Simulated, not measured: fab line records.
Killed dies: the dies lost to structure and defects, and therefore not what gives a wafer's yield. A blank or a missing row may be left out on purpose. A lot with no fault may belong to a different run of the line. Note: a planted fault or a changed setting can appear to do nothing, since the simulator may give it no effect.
fab line records	flow n5_finfet
[record] lots = 4	wafers = 12	last_day = 16
route steps=1938 shown MOL_CONTACT_COAG@554 BEOL_M4@1111 PASSIVATION@1936
lots that met no fault: taken from a fault-free run of the same line
start_h: the number of hours between the record's first day and the start of the first shown wafer of the lot	wait_h: time in hours since the lot's previous step	" same as the row above	L1.1+2: a row that stands for several wafers	- no value present, or no start provided	* or withheld: withheld	< > ~ a bound
route shown NAME@n: a module of which the file shows steps, and the number in the route of the first	usual: the fault-free wafers' mean and standard deviation	same: alike in all rows	chamber/n: place in a boat	sites: per-site readings	_std_site: the values' standard deviation	_edge_site: inner sites' mean taken away from outer sites' mean	radius_mm: how far each site lies from the wafer's centre	mask NAME#n: copy n	behind: tool/chamber where the wafer was last shaped	hold: reason for holding the lot/hours on hold/outcome of the hold	device: whichever transistor did not switch (one of n, p or np)	end of line: the tests these same wafers got at the end of their route	a step given without rows: its recipe and nothing more	killed: at the first sort, the dies lost to defects and structure; wafer yield is something else	map: shows each die of a wafer: x if killed, . if not, _ if none is there
set.NAME: the setting the step ran with; set.NAME@STEP: the setting that earlier step ran with	model.NAME: the simulator's own value behind a step, which no gauge read
certain route steps with their lots: each step a table, each wafer a row
services: when a tool's chamber went out of use (start_h, in hours from the record's first day, below 0 if earlier), for how many hours, and the reason
[[steps]]
[step N5_MOL_CONTACT_COAG_CMP_23]
[recipe] stop_on = SiO2	t_overpolish_s = 1.5	post_cmp_clean = cu_alkaline	down_force_psi = 2	platen_rpm = 50.289	pad_velocity_m_s = 1.0006	target_thk_nm = 0
[step N5_MOL_CONTACT_COAG_WET_ETCH_26]
[recipe] target = Co	target_depth_nm = 13
[step N5_MOL_CONTACT_COAG_WET_ETCH_116]
[recipe] chemistry = SC1-inhibited	target_depth_nm = 4.6	dry = ipa_marangoni	rinse_time_s = 30	rinse_temp_c = 23
[step N5_MOL_CONTACT_COAG_ALD_27]
[recipe] material = SiOC	target_thk_a = 170	temp_c = 400	ald_precursor_family = carbosiloxane	ald_co_reactant = H2-plasma	pulse_time_s = 1.5	time_s = 2720	purge_time_s = 2	co_reactant_purge_time_s = 2	ald_cycles = 340	pressure_torr = 2
[step N5_MOL_CONTACT_COAG_CMP_28]
[recipe] stop_on = SiNx	t_overpolish_s = 0.85	post_cmp_clean = alkaline_brush	down_force_psi = 4.15	platen_rpm = 51.8	pad_velocity_m_s = 1.0307	target_thk_nm = 14.522
[step N5_MOL_CONTACT_COAG_ALD_123]
[recipe] material = SiNx	target_thk_a = 50	temp_c = 400	ald_precursor_family = SiH2I2	ald_co_reactant = N2/H2-plasma	pulse_time_s = 1	purge_time_s = 2	co_reactant_purge_time_s = 2	ald_cycles = 100	pressure_torr = 2
[step N5_MOL_CONTACT_COAG_PECVD_31]
[recipe] material = SiO2	target_thk_a = 460	temp_c = 400	precursor = TEOS/O2	pressure_torr = 6.5	rf_w = withheld	teos_flow_sccm = withheld	gas = O2	flow_sccm = 2650	time_s = 8.9
[step N5_MOL_CONTACT_COAG_COAT_75]
[recipe] resist = SOC	temp_c = 250	time_s = 60	spin_rpm = 1500	resist_thk_nm = 60
[step N5_MOL_CONTACT_COAG_COAT_76]
[recipe] resist = SiARC	temp_c = 220	time_s = 60	spin_rpm = 1500	resist_thk_nm = 10
[step N5_MOL_CONTACT_COAG_COAT_77]
[recipe] resist = underlayer	temp_c = 205	time_s = 60	spin_rpm = 1500	resist_thk_nm = 10
[usual] spin_speed_rpm = 1500.1/0.92
lot.wafer	tool	chamber	start_h	wait_h	spin_speed_rpm
L953.1	litho_track-01	0	103.56	-	1501.3
L953.3	"	0	"	"	1501.1
L953.4	"	0	"	"	1501.0
L966.2	litho_track-01	0	176.32	-	1428.9
L966.3	"	0	"	"	1430.2
L966.5	"	0	"	"	1429.6
L968.1	litho_track-01	0	192.01	-	1428.0
L968.3	"	0	"	"	1429.3
L968.5	"	0	"	"	1429.6
L970.2	litho_track-05	0	199.46	-	1499.7
L970.4	"	0	"	"	1499.9
L970.5	"	0	"	"	1497.5
[step N5_MOL_CONTACT_COAG_COAT_78]
[recipe] resist = CAR-EUV	spin_rpm = 1500	resist_thk_nm = 40
[step N5_MOL_CONTACT_COAG_EBR_80]
[recipe] solvent = PGMEA	ebr_width_mm = 1.5
[step N5_MOL_CONTACT_COAG_SOFTBAKE_79]
[recipe] temp_c = 110	time_s = 60	resist = CAR-EUV
[step N5_MOL_CONTACT_COAG_EXPOSE_81]
[recipe] mask_id = VG	na = 0.33	source_shape = annular	sigma_inner = 0.3	sigma_outer = 0.7	polarization = unpolarized	defocus_nm = 0	dose_mj = 59.5
[step N5_MOL_CONTACT_COAG_PEB_82]
[recipe] peb_temp_c = 100	peb_time_s = 60	resist = CAR-EUV
[step N5_MOL_CONTACT_COAG_DEVELOP_83]
[recipe] develop_time_s = 30	developer = TMAH	resist = CAR-EUV	rinse_liquid = surfactant_rinse	dry = air_spin	dev_temp_c = 23
[step N5_MOL_CONTACT_COAG_DESCUM_88]
[recipe] chemistry = O2	time_s = 7	source_power_w = 50	bias_power_w = 20	pressure_mtorr = 20	rf_frequency_hz = 2.712e+07	temp_c = 40	resist = CAR-EUV	o2_flow_sccm = 225
[step N5_MOL_CONTACT_COAG_ETCH_89]
[recipe] chemistry = N2/H2	target = underlayer	target_depth_a = 130	mask_material = CAR-EUV	time_s = 10.4	ion_energy_ev = 200	pressure_mtorr = 30	source_w = 840	bias_w = 150	n2_flow_sccm = 200	h2_flow_sccm = 200	ends = cleared
[usual] drypump_motor_current_A = 5.7/0.4	etch_rf_on_time_s = 10.29/0.23	oes_product_au = 0.69/0.086	rf_vpp_V = 523.5/1.7	showerhead_plenum_p_Torr = 2.52/0.054	throttle_valve_pct = 17.7/0.33
lot.wafer	tool	chamber	start_h	wait_h	drypump_motor_current_A	etch_rf_on_time_s	oes_product_au	rf_hours_counter_h	rf_vpp_V	showerhead_plenum_p_Torr	throttle_valve_pct	model.CAR-EUV_of_MOL_CONTACT_COAG_COAT_78.thk_nm	model.etch.depth_nm
L953.1	rie_diel-04	2	104.14	0.0	5.5	10.11	0.75	31	522.5	2.47	17.2	24.6	10.01
L953.3	"	0	"	"	6.1	10.34	0.63	-	524.8	2.49	17.6	24.6	10.01
L953.4	"	2	"	"	5.5	10.03	0.76	-	523.8	2.47	17.3	24.8	9.983
L966.2	rie_diel-01	1	177.09	0.0	5.8	10.26	0.73	61	524.0	2.57	17.3	24.4	10.25
L966.3	"	0	"	"	5.7	10.29	0.62	212	519.1	2.41	17.8	24.4	10.25
L966.5	"	1	"	"	5.8	10.36	0.72	-	523.7	2.57	17.3	24.4	10.27
L968.1	rie_diel-01	2	192.57	0.0	5.9	10.68	0.79	13	522.8	2.51	17.6	24.2	10.23
L968.3	"	0	"	"	5.8	10.33	0.62	217	519.6	2.40	17.8	24.4	10.24
L968.5	"	2	"	"	5.9	10.72	0.80	-	523.0	2.51	17.6	24.2	10.27
L970.2	rie_diel-03	2	199.94	0.0	5.6	10.33	0.77	37	525.4	2.59	17.3	24.6	10.02
L970.4	"	0	"	"	6.4	10.61	0.60	192	523.3	2.51	17.9	24.4	10
L970.5	"	1	"	"	5.1	10.05	0.77	-	526.4	2.58	17.7	24.4	10.01
[step N5_MOL_CONTACT_COAG_ETCH_90]
[recipe] chemistry = CF4	target = SiARC	target_depth_a = 130	mask_material = CAR-EUV	time_s = 21.7	ion_energy_ev = 80	pressure_mtorr = 40	source_w = 545	bias_w = 36	Ar_flow_sccm = 100	cf4_flow_sccm = 100	ends = cleared
[usual] drypump_motor_current_A = 5.6/0.4	etch_rf_on_time_s = 21.3/0.43	oes_product_au = 0.70/0.086	rf_vpp_V = 183.9/0.93	showerhead_plenum_p_Torr = 2.12/0.043	throttle_valve_pct = 15.5/0.32
lot.wafer	tool	chamber	start_h	wait_h	drypump_motor_current_A	etch_rf_on_time_s	oes_product_au	rf_hours_counter_h	rf_vpp_V	showerhead_plenum_p_Torr	throttle_valve_pct	model.CAR-EUV_of_MOL_CONTACT_COAG_COAT_78.thk_nm
L953.1	rie_diel-04	2	104.16	0.0	5.5	21.1	0.75	31	182.8	2.09	15.2	17
L953.3	"	0	"	"	6.1	21.2	0.63	-	183.3	2.11	15.7	17
L953.4	"	2	"	"	5.5	21.0	0.75	-	182.7	2.09	15.2	17
L966.2	rie_diel-01	1	177.11	0.0	5.7	21.0	0.73	61	183.7	2.18	15.1	16.6
L966.3	"	0	"	"	5.7	21.0	0.63	212	183.1	2.04	15.7	16.8
L966.5	"	1	"	"	5.8	20.9	0.73	-	185.6	2.18	15.1	16.6
L968.1	rie_diel-01	2	192.59	0.0	5.9	21.6	0.80	13	184.1	2.12	15.4	16.6
L968.3	"	0	"	"	5.8	21.0	0.62	217	182.9	2.04	15.7	16.8
L968.5	"	2	"	"	5.9	21.9	0.79	-	183.2	2.12	15.4	16.6
L970.2	rie_diel-03	2	199.96	0.0	5.6	21.7	0.77	37	184.4	2.17	15.1	17
L970.4	"	0	"	"	6.4	22.0	0.61	192	185.7	2.14	15.9	16.8
L970.5	"	1	"	"	5.1	20.8	0.78	-	184.8	2.17	15.4	16.6
[step N5_MOL_CONTACT_COAG_ALD_131]
[recipe] material = SiO2	target_thk_a = 50	temp_c = 100	ald_precursor_family = BDEAS	ald_co_reactant = O2-plasma	pulse_time_s = 1	co_reactant_pulse_time_s = 1	purge_time_s = 2	co_reactant_purge_time_s = 2	ald_cycles = 35	pressure_torr = 2
[step N5_BEOL_M4_RC_MEAS_101]
[usual] DIBL_N = 36.2/2	DIBL_P = 36.1/2.4	IOFF_N = 0.16/0.035	IOFF_P = 0.22/0.041	ION_N = 675/14	ION_P = 465/8.6	SS_N = 71.5/0.64	SS_P = 73.2/0.76	VT_N = 250/3.9	VT_P = -249/3.4
lot.wafer	tool	chamber	start_h	wait_h	DIBL_N[mV/V]	DIBL_P[mV/V]	IOFF_N[nA/um]	IOFF_P[nA/um]	ION_N[uA/um]	ION_P[uA/um]	SS_N[mV/dec]	SS_P[mV/dec]	VT_N[mV]	VT_P[mV]
L953.1	prober-02	0	174.89	0.0	37.8	35.9	0.18	0.20	681	456	71.7	73.5	249	-251
L953.3	"	0	"	"	38.3	37.9	0.21	0.25	699	473	72.1	73.6	246	-247
L953.4	"	0	"	"	35.1	33.2	0.14	0.17	670	455	70.4	73.0	250	-252
L966.2	prober-01	0	256.02	0.2	36.8	37.7	0.16	0.23	687	467	72.1	73.8	248	-248
L966.3	"	0	"	"	40.6	41.0	0.24	0.29	693	469	72.9	73.8	243	-247
L966.5	"	0	"	"	39.8	40.7	0.21	0.27	682	468	72.6	74.4	248	-247
L968.1	prober-02	0	264.19	0.0	36.1	36.4	0.16	0.22	680	467	71.8	72.4	249	-249
L968.3	"	0	"	"	38.4	39.1	0.21	0.26	705	477	72.2	74.0	245	-246
L968.5	"	0	"	"	40.5	41.2	0.26	0.30	701	474	73.4	74.6	243	-246
L970.2	prober-02	0	272.44	0.2	36.9	35.5	0.15	0.19	667	455	71.9	73.3	252	-254
L970.4	"	0	"	"	37.5	36.9	0.18	0.23	683	469	72.2	73.4	246	-247
L970.5	"	0	"	"	35.0	33.8	0.13	0.18	679	471	70.1	73.1	254	-251
[step N5_PASSIVATION_PROBE_49]
[usual] defect_limited_yield = 91.1/1.4	killed_at_M0_to_M3 = 36/9.9	killed_at_M4_up = 13/5.8	killed_at_contacts = 14/5.9	killed_at_front_end = 39/11	killed_at_other = 3.4/2.9	killed_dies = 105/17	killed_open = 70/13	killed_short = 34/7.3	sort_bin_5_function = 5.3/1	sort_bin_6_memory = 3.3/0.62	sort_n_pass = 1075/17	sort_yield_pct = 91.1/1.4
[same] gross_dies = 1180	killed_at_back_side = 0	sort_bin_4_leakage[%] = 0	sort_bin_8_speed[%] = 0
lot.wafer	tool	chamber	start_h	wait_h	defect_limited_yield[%]	killed_at_M0_to_M3	killed_at_M4_up	killed_at_contacts	killed_at_front_end	killed_at_other	killed_dies	killed_open	killed_short	sort_bin_5_function[%]	sort_bin_6_memory[%]	sort_n_pass	sort_yield_pct[%]
L966.2	prober-02	-	353.28	0.1	90.0	55	5	17	38	3	118	78	38	5.5	4.3	1062	90.0
L966.3	prober-02	-	353.33	0.2	90.2	46	17	16	37	0	116	79	36	6.5	3.0	1064	90.2
L966.5	prober-02	-	353.43	0.3	90.4	38	17	23	34	1	113	70	41	5.4	4.1	1067	90.4
L970.2	prober-02	-	385.75	0.1	89.5	32	18	12	48	14	124	81	40	6.5	3.6	1056	89.5
L970.4	prober-02	-	385.85	0.2	91.2	25	16	19	37	7	104	80	23	5.2	3.5	1076	91.2
L970.5	prober-02	-	385.90	0.2	91.6	23	14	13	42	7	99	63	29	4.7	3.3	1081	91.6
// killed by level:class
L966.2 BEOL_M3:geometric_particle:open=13 FIN_SAQP:geometric_particle:open=11 BEOL_M1:geometric_particle:open=11 FIN_SAQP:geometric_particle:short=10 MOL_CONTACT_COAG:geometric_particle:open=10 MOL_CONTACT_COAG:geometric_particle:short=7 BEOL_M0_SAQP:geometric_particle:open=7 BEOL_M0_SAQP:geometric_particle:short=7
L966.3 MOL_CONTACT_COAG:geometric_particle:open=14 BEOL_M0_SAQP:geometric_particle:open=13 FIN_SAQP:geometric_particle:open=10 BEOL_M0_SAQP:geometric_particle:short=7 BEOL_M2:geometric_particle:open=6 BEOL_M3:geometric_particle:open=6 FIN_SAQP:geometric_particle:short=5 STI_FIN_REVEAL:geometric_particle:open=5
L966.5 MOL_CONTACT_COAG:geometric_particle:open=16 BEOL_M0_SAQP:geometric_particle:short=11 FIN_SAQP:geometric_particle:open=9 MOL_CONTACT_COAG:geometric_particle:short=7 BEOL_M0:geometric_particle:open=7 BEOL_M1:geometric_particle:open=6 FIN_SAQP:geometric_particle:short=5 BEOL_M2:geometric_particle:open=5
L970.2 STI_FIN_REVEAL:geometric_particle:open=20 BEOL_M2:geometric_particle:open=12 MOL_CONTACT_COAG:geometric_particle:short=6 MOL_CONTACT_COAG:geometric_particle:open=6 BEOL_M4:geometric_particle:open=6 FIN_SAQP:geometric_particle:open=5 BEOL_M8:geometric_particle:open=5 BEOL_M0_SAQP:geometric_particle:short=5
L970.4 STI_FIN_REVEAL:geometric_particle:open=19 BEOL_M0_SAQP:geometric_particle:open=16 MOL_CONTACT_COAG:geometric_particle:open=14 BEOL_M4:geometric_particle:open=7 FIN_SAQP:geometric_particle:open=6 MOL_CONTACT_COAG:geometric_particle:short=5 BEOL_M0_SAQP:geometric_particle:short=5 PASS1_CAP:geometric_particle:open=3
L970.5 STI_FIN_REVEAL:geometric_particle:open=19 MOL_CONTACT_COAG:geometric_particle:open=12 BEOL_M0_SAQP:geometric_particle:short=9 BEOL_M0_SAQP:geometric_particle:open=7 STI_FIN_REVEAL:geometric_particle:short=5 FIN_SAQP:geometric_particle:open=4 FIN_SAQP:geometric_particle:short=4 BEOL_M3:geometric_particle:open=4
[[services]]
tool	chamber	start_h	hours	kind
rie_diel-04	1	87.21	-	clean
rie_diel-04	1	87.21	-	consumable_replace:focus_ring
rie_diel-04	1	87.21	17.0	scheduled_down
rie_diel-04	1	87.21	17.0	vent_cycle
rie_diel-01	3	88.38	7.8	repair
rie_diel-04	3	90.75	21.3	repair
litho_track-01	-	101.81	-	consumable_replace:filter
rie_diel-03	1	119.26	-	clean
rie_diel-03	1	119.26	-	consumable_replace:focus_ring
rie_diel-03	1	119.26	19.8	scheduled_down
rie_diel-03	1	119.26	19.8	vent_cycle
rie_diel-01	2	131.19	-	clean
rie_diel-01	2	131.19	-	consumable_replace:esc
rie_diel-01	2	131.19	-	consumable_replace:focus_ring
rie_diel-01	2	131.19	22.0	scheduled_down
rie_diel-01	2	131.19	22.0	vent_cycle
rie_diel-01	0	134.94	7.9	repair
litho_track-01	-	137.58	-	consumable_replace:filter
rie_diel-03	1	188.21	2.4	repair
[[key]]
[first_sign] step = N5_MOL_CONTACT_COAG_COAT_77	reading = spin_speed_rpm	direction = down	sigmas = 77	usual = *	struck = *
effect none on later readings
[model_effect] step = N5_MOL_CONTACT_COAG_ETCH_89	value = CAR-EUV_of_MOL_CONTACT_COAG_COAT_78.thk_nm	without = 24.6	struck = 24.33
[model_effect] step = N5_MOL_CONTACT_COAG_ETCH_90	value = CAR-EUV_of_MOL_CONTACT_COAG_COAT_78.thk_nm	without = 16.93	struck = 16.67
met_at N5_MOL_CONTACT_COAG_COAT_77
struck_wafers L966.2,L966.3,L966.5,L968.1,L968.3,L968.5
onset_between 103.56 176.32
[fault] kind = process_parameter_drift	tool = litho_track-01	chamber = -	onset_h = 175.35	steps = N5_MOL_CONTACT_COAG_COAT_77	channel = spin_rpm	offset = *	shape = step	end_h = 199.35	acts_in = *	stated = *
